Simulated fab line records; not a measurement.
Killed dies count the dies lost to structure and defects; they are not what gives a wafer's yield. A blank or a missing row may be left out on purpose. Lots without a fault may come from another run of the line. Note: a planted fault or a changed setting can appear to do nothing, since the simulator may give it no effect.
The tool behind it: which one? :: flow n5Finfet :: 10 lots, 30 wafers sampled, at 6 steps of a route of 1938

== WHAT THE GAUGES READ, wafer by wafer ==
N5_BEOL_M13_THK_MEAS_50: measures by xrf. Usual: for M13_THK the level is 432 nm and the standard deviation is 7.
lot: L399
measured: day 10 22:25
on: filmMetro-01
M13_THK (nm): 427 442 428
flag: 

lot: L401
measured: day 11 05:24
on: filmMetro-02
M13_THK (nm): 425 423 426
flag: 

lot: L403
measured: day 11 20:41
on: filmMetro-02
M13_THK (nm): 442 433 428
flag: 

lot: L405
measured: day 12 06:41
on: filmMetro-01
M13_THK (nm): 421 429 419
flag: 

lot: L406
measured: day 12 23:13
on: filmMetro-01
M13_THK (nm): 431 430 438
flag: 

lot: L407
measured: day 13 06:47
on: filmMetro-01
M13_THK (nm): 427 431 435
flag: 

lot: L419
measured: day 15 20:36
on: filmMetro-01
M13_THK (nm): 431 423 430
flag: 

lot: L416
measured: day 16 02:55
on: filmMetro-02
M13_THK (nm): 435 417 431
flag: 

lot: L418
measured: day 16 03:13
on: filmMetro-01
M13_THK (nm): 426 423 441
flag: 

lot: L422
measured: day 17 06:06
on: filmMetro-02
M13_THK (nm): 438 435 426
flag: 

N5_BEOL_M14_THK_MEAS_01. Usual: for M14_ILD_THK the level is 1113 nm and the standard deviation is 14.
lot: L399
measured: day 10 22:47
on: filmMetro-02
M14_ILD_THK (nm): 1110 1094 1132
flag: 

lot: L401
measured: day 11 05:47
on: filmMetro-01
M14_ILD_THK (nm): 1108 1097 1129
flag: 

lot: L403
measured: day 11 21:04
on: filmMetro-01
M14_ILD_THK (nm): 1088 1100 1103
flag: 

lot: L405
measured: day 12 07:06
on: filmMetro-01
M14_ILD_THK (nm): 1103 1105 1131
flag: 

lot: L406
measured: day 12 23:35
on: filmMetro-01
M14_ILD_THK (nm): 1092 1081 1103
flag: 

lot: L407
measured: day 13 07:10
on: filmMetro-01
M14_ILD_THK (nm): 1101 1101 1111
flag: 

lot: L419
measured: day 15 20:59
on: filmMetro-01
M14_ILD_THK (nm): 1113 1132 1125
flag: 

lot: L416
measured: day 16 03:19
on: filmMetro-01
M14_ILD_THK (nm): 1982 1102 1120
flag: OFF

lot: L418
measured: day 16 03:35
on: filmMetro-02
M14_ILD_THK (nm): 1965 1100 1114
flag: OFF

lot: L422
measured: day 17 06:29
on: filmMetro-02
M14_ILD_THK (nm): 1111 1109 1114
flag: 

N5_BEOL_M14_CD_MEAS_17: the cd target is 250 nm. Usual: cdNm at 250.8 nm, with a standard deviation of 1.9.
lot: L399
measured: day 10 23:45
on: cdSem-01
cdNm (nm): 248.4 249.5 249.7
flag: 

lot: L401
measured: day 11 06:44
on: cdSem-02
cdNm (nm): 250.9 255.5 252.3
flag: 

lot: L403
measured: day 11 21:53
on: cdSem-03
cdNm (nm): 251.9 254.1 250.0
flag: 

lot: L405
measured: day 12 08:04
on: cdSem-02
cdNm (nm): 247.2 250.4 250.7
flag: 

lot: L406
measured: day 13 00:32
on: cdSem-01
cdNm (nm): 250.2 252.3 251.4
flag: 

lot: L407
measured: day 13 08:07
on: cdSem-02
cdNm (nm): 250.7 251.2 250.1
flag: 

lot: L419
measured: day 16 00:18
on: cdSem-02
cdNm (nm): 253.9 252.1 253.9
flag: 

lot: L416
measured: day 16 04:16
on: cdSem-02
cdNm (nm): 261.2 249.5 249.7
flag: 

lot: L418
measured: day 16 04:34
on: cdSem-01
cdNm (nm): 258.6 251.0 252.7
flag: 

lot: L422
measured: day 17 07:20
on: cdSem-01
cdNm (nm): 252.6 250.1 249.4
flag: 

== EACH LOT AND THE TOOL THAT RAN IT (in order: tool; ch and the chambers of the sampled wafers; start) ==
lot: L399
N5_BEOL_M13_DEGAS_41: pvdSputter-02, day 10 21:04
N5_BEOL_M13_DEP_53: pecvd-03 ch 1,2, day 10 22:28
N5_BEOL_M14_ILD_DEP_00: pecvd-01 ch 0,1,2, day 10 22:36

lot: L401
N5_BEOL_M13_DEGAS_41: pvdSputter-02, day 11 04:08
N5_BEOL_M13_DEP_53: pecvd-04 ch 0,1, day 11 05:28
N5_BEOL_M14_ILD_DEP_00: pecvd-02 ch 0,2, day 11 05:35

lot: L403
N5_BEOL_M13_DEGAS_41: pvdSputter-02, day 11 18:52
N5_BEOL_M13_DEP_53: pecvd-04 ch 1,2, day 11 20:44
N5_BEOL_M14_ILD_DEP_00: pecvd-02 ch 0,1, day 11 20:52

lot: L405
N5_BEOL_M13_DEGAS_41: pvdSputter-03, day 12 05:32
N5_BEOL_M13_DEP_53: pecvd-01 ch 0,1, day 12 06:47
N5_BEOL_M14_ILD_DEP_00: pecvd-02 ch 0,1,2, day 12 06:55

lot: L406
N5_BEOL_M13_DEGAS_41: pvdSputter-01, day 12 20:31
N5_BEOL_M13_DEP_53: pecvd-01 ch 0,1,2, day 12 23:16
N5_BEOL_M14_ILD_DEP_00: pecvd-02 ch 0,1,2, day 12 23:24

lot: L407
N5_BEOL_M13_DEGAS_41: pvdSputter-01, day 13 05:04
N5_BEOL_M13_DEP_53: pecvd-04 ch 0,1, day 13 06:50
N5_BEOL_M14_ILD_DEP_00: pecvd-02 ch 0,2, day 13 06:58

lot: L419
N5_BEOL_M13_DEGAS_41: pvdSputter-01, day 15 19:29
N5_BEOL_M13_DEP_53: pecvd-03 ch 0,2, day 15 20:40
N5_BEOL_M14_ILD_DEP_00: pecvd-04 ch 0,1, day 15 20:47

lot: L416
N5_BEOL_M13_DEGAS_41: pvdSputter-01, day 16 01:38
N5_BEOL_M13_DEP_53: pecvd-04 ch 0,1,2, day 16 02:59
N5_BEOL_M14_ILD_DEP_00: pecvd-02 ch 0,1, day 16 03:07

lot: L418
N5_BEOL_M13_DEGAS_41: pvdSputter-02, day 16 02:06
N5_BEOL_M13_DEP_53: pecvd-01 ch 0,2, day 16 03:16
N5_BEOL_M14_ILD_DEP_00: pecvd-02 ch 0,1,2, day 16 03:24

lot: L422
N5_BEOL_M13_DEGAS_41: pvdSputter-02, day 17 04:58
N5_BEOL_M13_DEP_53: pecvd-01 ch 0,1,2, day 17 06:10
N5_BEOL_M14_ILD_DEP_00: pecvd-01 ch 0,1, day 17 06:17
- N5_BEOL_M13_DEGAS_41: time 60 s.
- N5_BEOL_M13_DEP_53: deposits SiCN from 3MS/NH3, target thk 50 nm, time 17.8 s.
- N5_BEOL_M14_ILD_DEP_00: deposits SiO2 from TEOS/O2, target thk 1119.3 nm, time 237.4 s.

== WHAT THE TOOLS THEMSELVES READ (means of the sampled wafers that have a number; where no wafer has one, the mark that the record gives instead) ==
N5_BEOL_M13_DEGAS_41. Usual: heaterPowerW 329 W, standard deviation 31; susceptorTempC 250.01 C, standard deviation 0.18.
lot: L399
tool: pvdSputter-02
heaterPowerW (W): 322
susceptorTempC (C): 250.03
flag: 

lot: L401
tool: pvdSputter-02
heaterPowerW (W): 327
susceptorTempC (C): 249.89
flag: 

lot: L403
tool: pvdSputter-02
heaterPowerW (W): 333
susceptorTempC (C): 250.04
flag: 

lot: L405
tool: pvdSputter-03
heaterPowerW (W): 379
susceptorTempC (C): 249.98
flag: 

lot: L406
tool: pvdSputter-01
heaterPowerW (W): 333
susceptorTempC (C): 249.87
flag: 

lot: L407
tool: pvdSputter-01
heaterPowerW (W): 319
susceptorTempC (C): 250.25
flag: 

lot: L419
tool: pvdSputter-01
heaterPowerW (W): 345
susceptorTempC (C): 250.02
flag: 

lot: L416
tool: pvdSputter-01
heaterPowerW (W): 329
susceptorTempC (C): 250.19
flag: 

lot: L418
tool: pvdSputter-02
heaterPowerW (W): 318
susceptorTempC (C): 249.86
flag: 

lot: L422
tool: pvdSputter-02
heaterPowerW (W): 329
susceptorTempC (C): 250.01
flag: 

N5_BEOL_M13_DEP_53. Usual: showerheadPlenumPTorr 4.162 Torr, standard deviation 0.023; throttleValvePct 18.2 %, standard deviation 0.85.
lot: L399
tool: pecvd-03
showerheadPlenumPTorr (Torr): 4.164
throttleValvePct (%): 18.8
flag: 

lot: L401
tool: pecvd-04
showerheadPlenumPTorr (Torr): 4.160
throttleValvePct (%): 18.5
flag: 

lot: L403
tool: pecvd-04
showerheadPlenumPTorr (Torr): 4.162
throttleValvePct (%): 18.5
flag: 

lot: L405
tool: pecvd-01
showerheadPlenumPTorr (Torr): 4.163
throttleValvePct (%): 18.5
flag: 

lot: L406
tool: pecvd-01
showerheadPlenumPTorr (Torr): 4.172
throttleValvePct (%): 18.1
flag: 

lot: L407
tool: pecvd-04
showerheadPlenumPTorr (Torr): 4.156
throttleValvePct (%): 18.4
flag: 

lot: L419
tool: pecvd-03
showerheadPlenumPTorr (Torr): 4.141
throttleValvePct (%): 19.0
flag: 

lot: L416
tool: pecvd-04
showerheadPlenumPTorr (Torr): 4.163
throttleValvePct (%): 17.7
flag: 

lot: L418
tool: pecvd-01
showerheadPlenumPTorr (Torr): 4.165
throttleValvePct (%): 17.9
flag: 

lot: L422
tool: pecvd-01
showerheadPlenumPTorr (Torr): 4.177
throttleValvePct (%): 18.0
flag: 

N5_BEOL_M14_ILD_DEP_00. Usual: heaterPowerW 568 W, standard deviation 120; runLengthS 280.6 s, standard deviation 0.67; showerheadPlenumPTorr 8.37 Torr, standard deviation 0.031; susceptorTempC 400.00 C, standard deviation 0.25; throttleValvePct 18.5 %, standard deviation 0.68.
lot: L399
tool: pecvd-01
heaterPowerW (W): 649
runLengthS (s): 281.2
showerheadPlenumPTorr (Torr): 8.37
susceptorTempC (C): 400.16
throttleValvePct (%): 18.4
flag: 

lot: L401
tool: pecvd-02
heaterPowerW (W): 474
runLengthS (s): 281.4
showerheadPlenumPTorr (Torr): 8.39
susceptorTempC (C): 400.09
throttleValvePct (%): 18.1
flag: 

lot: L403
tool: pecvd-02
heaterPowerW (W): 556
runLengthS (s): 280.0
showerheadPlenumPTorr (Torr): 8.40
susceptorTempC (C): 400.00
throttleValvePct (%): 18.6
flag: 

lot: L405
tool: pecvd-02
heaterPowerW (W): 500
runLengthS (s): 280.4
showerheadPlenumPTorr (Torr): 8.38
susceptorTempC (C): 399.90
throttleValvePct (%): 18.5
flag: 

lot: L406
tool: pecvd-02
heaterPowerW (W): 491
runLengthS (s): 280.5
showerheadPlenumPTorr (Torr): 8.37
susceptorTempC (C): 399.67
throttleValvePct (%): 18.4
flag: 

lot: L407
tool: pecvd-02
heaterPowerW (W): 537
runLengthS (s): 280.5
showerheadPlenumPTorr (Torr): 8.41
susceptorTempC (C): 399.93
throttleValvePct (%): 18.1
flag: 

lot: L419
tool: pecvd-04
heaterPowerW (W): 751
runLengthS (s): 279.8
showerheadPlenumPTorr (Torr): 8.35
susceptorTempC (C): 400.04
throttleValvePct (%): 18.9
flag: 

lot: L416
tool: pecvd-02
heaterPowerW (W): 609
runLengthS (s): 342.8
showerheadPlenumPTorr (Torr): 8.40
susceptorTempC (C): 399.79
throttleValvePct (%): 18.5
flag: OFF

lot: L418
tool: pecvd-02
heaterPowerW (W): 504
runLengthS (s): 343.0
showerheadPlenumPTorr (Torr): 8.37
susceptorTempC (C): 400.11
throttleValvePct (%): 18.4
flag: OFF

lot: L422
tool: pecvd-01
heaterPowerW (W): 539
runLengthS (s): 280.7
showerheadPlenumPTorr (Torr): 8.34
susceptorTempC (C): 399.91
throttleValvePct (%): 19.1
flag: 

== THE ANSWER, worked out from the rows above alone ==
Rule: a lot is off if the mean of its wafers that have a number lies more than 3 standard deviations from the usual mean. A lot without any number at a reading at which 4 lots or more have one is off too. All remaining lots with rows at the step are treated as sound. The gauges are gone through in route order, then the tools' own readings, and for those a lot's mean is taken as printed above. At the first step where some lot is off, the reading lying furthest off is the one used; lots without a number count as furthest.
Off: L416, L418, at N5_BEOL_M14_THK_MEAS_01 (M14_ILD_THK).
If a tool, at a process step before that reading, ran all the lots that are off and no sound lot after the first of them, it fits. The gauges at N5_BEOL_M14_THK_MEAS_01 aren't tried: what is off there is off at N5_BEOL_M14_ILD_DEP_00 too, on other tools, and a gauge's error can't cause that. One fits: pecvd-02 at N5_BEOL_M14_ILD_DEP_00. Its last sound lot is L407 (day 13 06:58), its first lot that is off L416 (day 16 03:07): a fault that began between those two fits.
On the lots that are off, the tool's own readings at N5_BEOL_M14_ILD_DEP_00 differ by more than 5 times the standard deviation of the sound lots' means, which bears it out; runLengthS reads 342.9 s there versus 280.6 s on the sound lots.

== WHAT THE SIMULATOR PUT IN ==
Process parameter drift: pecvd-02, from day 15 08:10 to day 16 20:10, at N5_BEOL_M14_ILD_DEP_00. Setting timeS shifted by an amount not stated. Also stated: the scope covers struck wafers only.
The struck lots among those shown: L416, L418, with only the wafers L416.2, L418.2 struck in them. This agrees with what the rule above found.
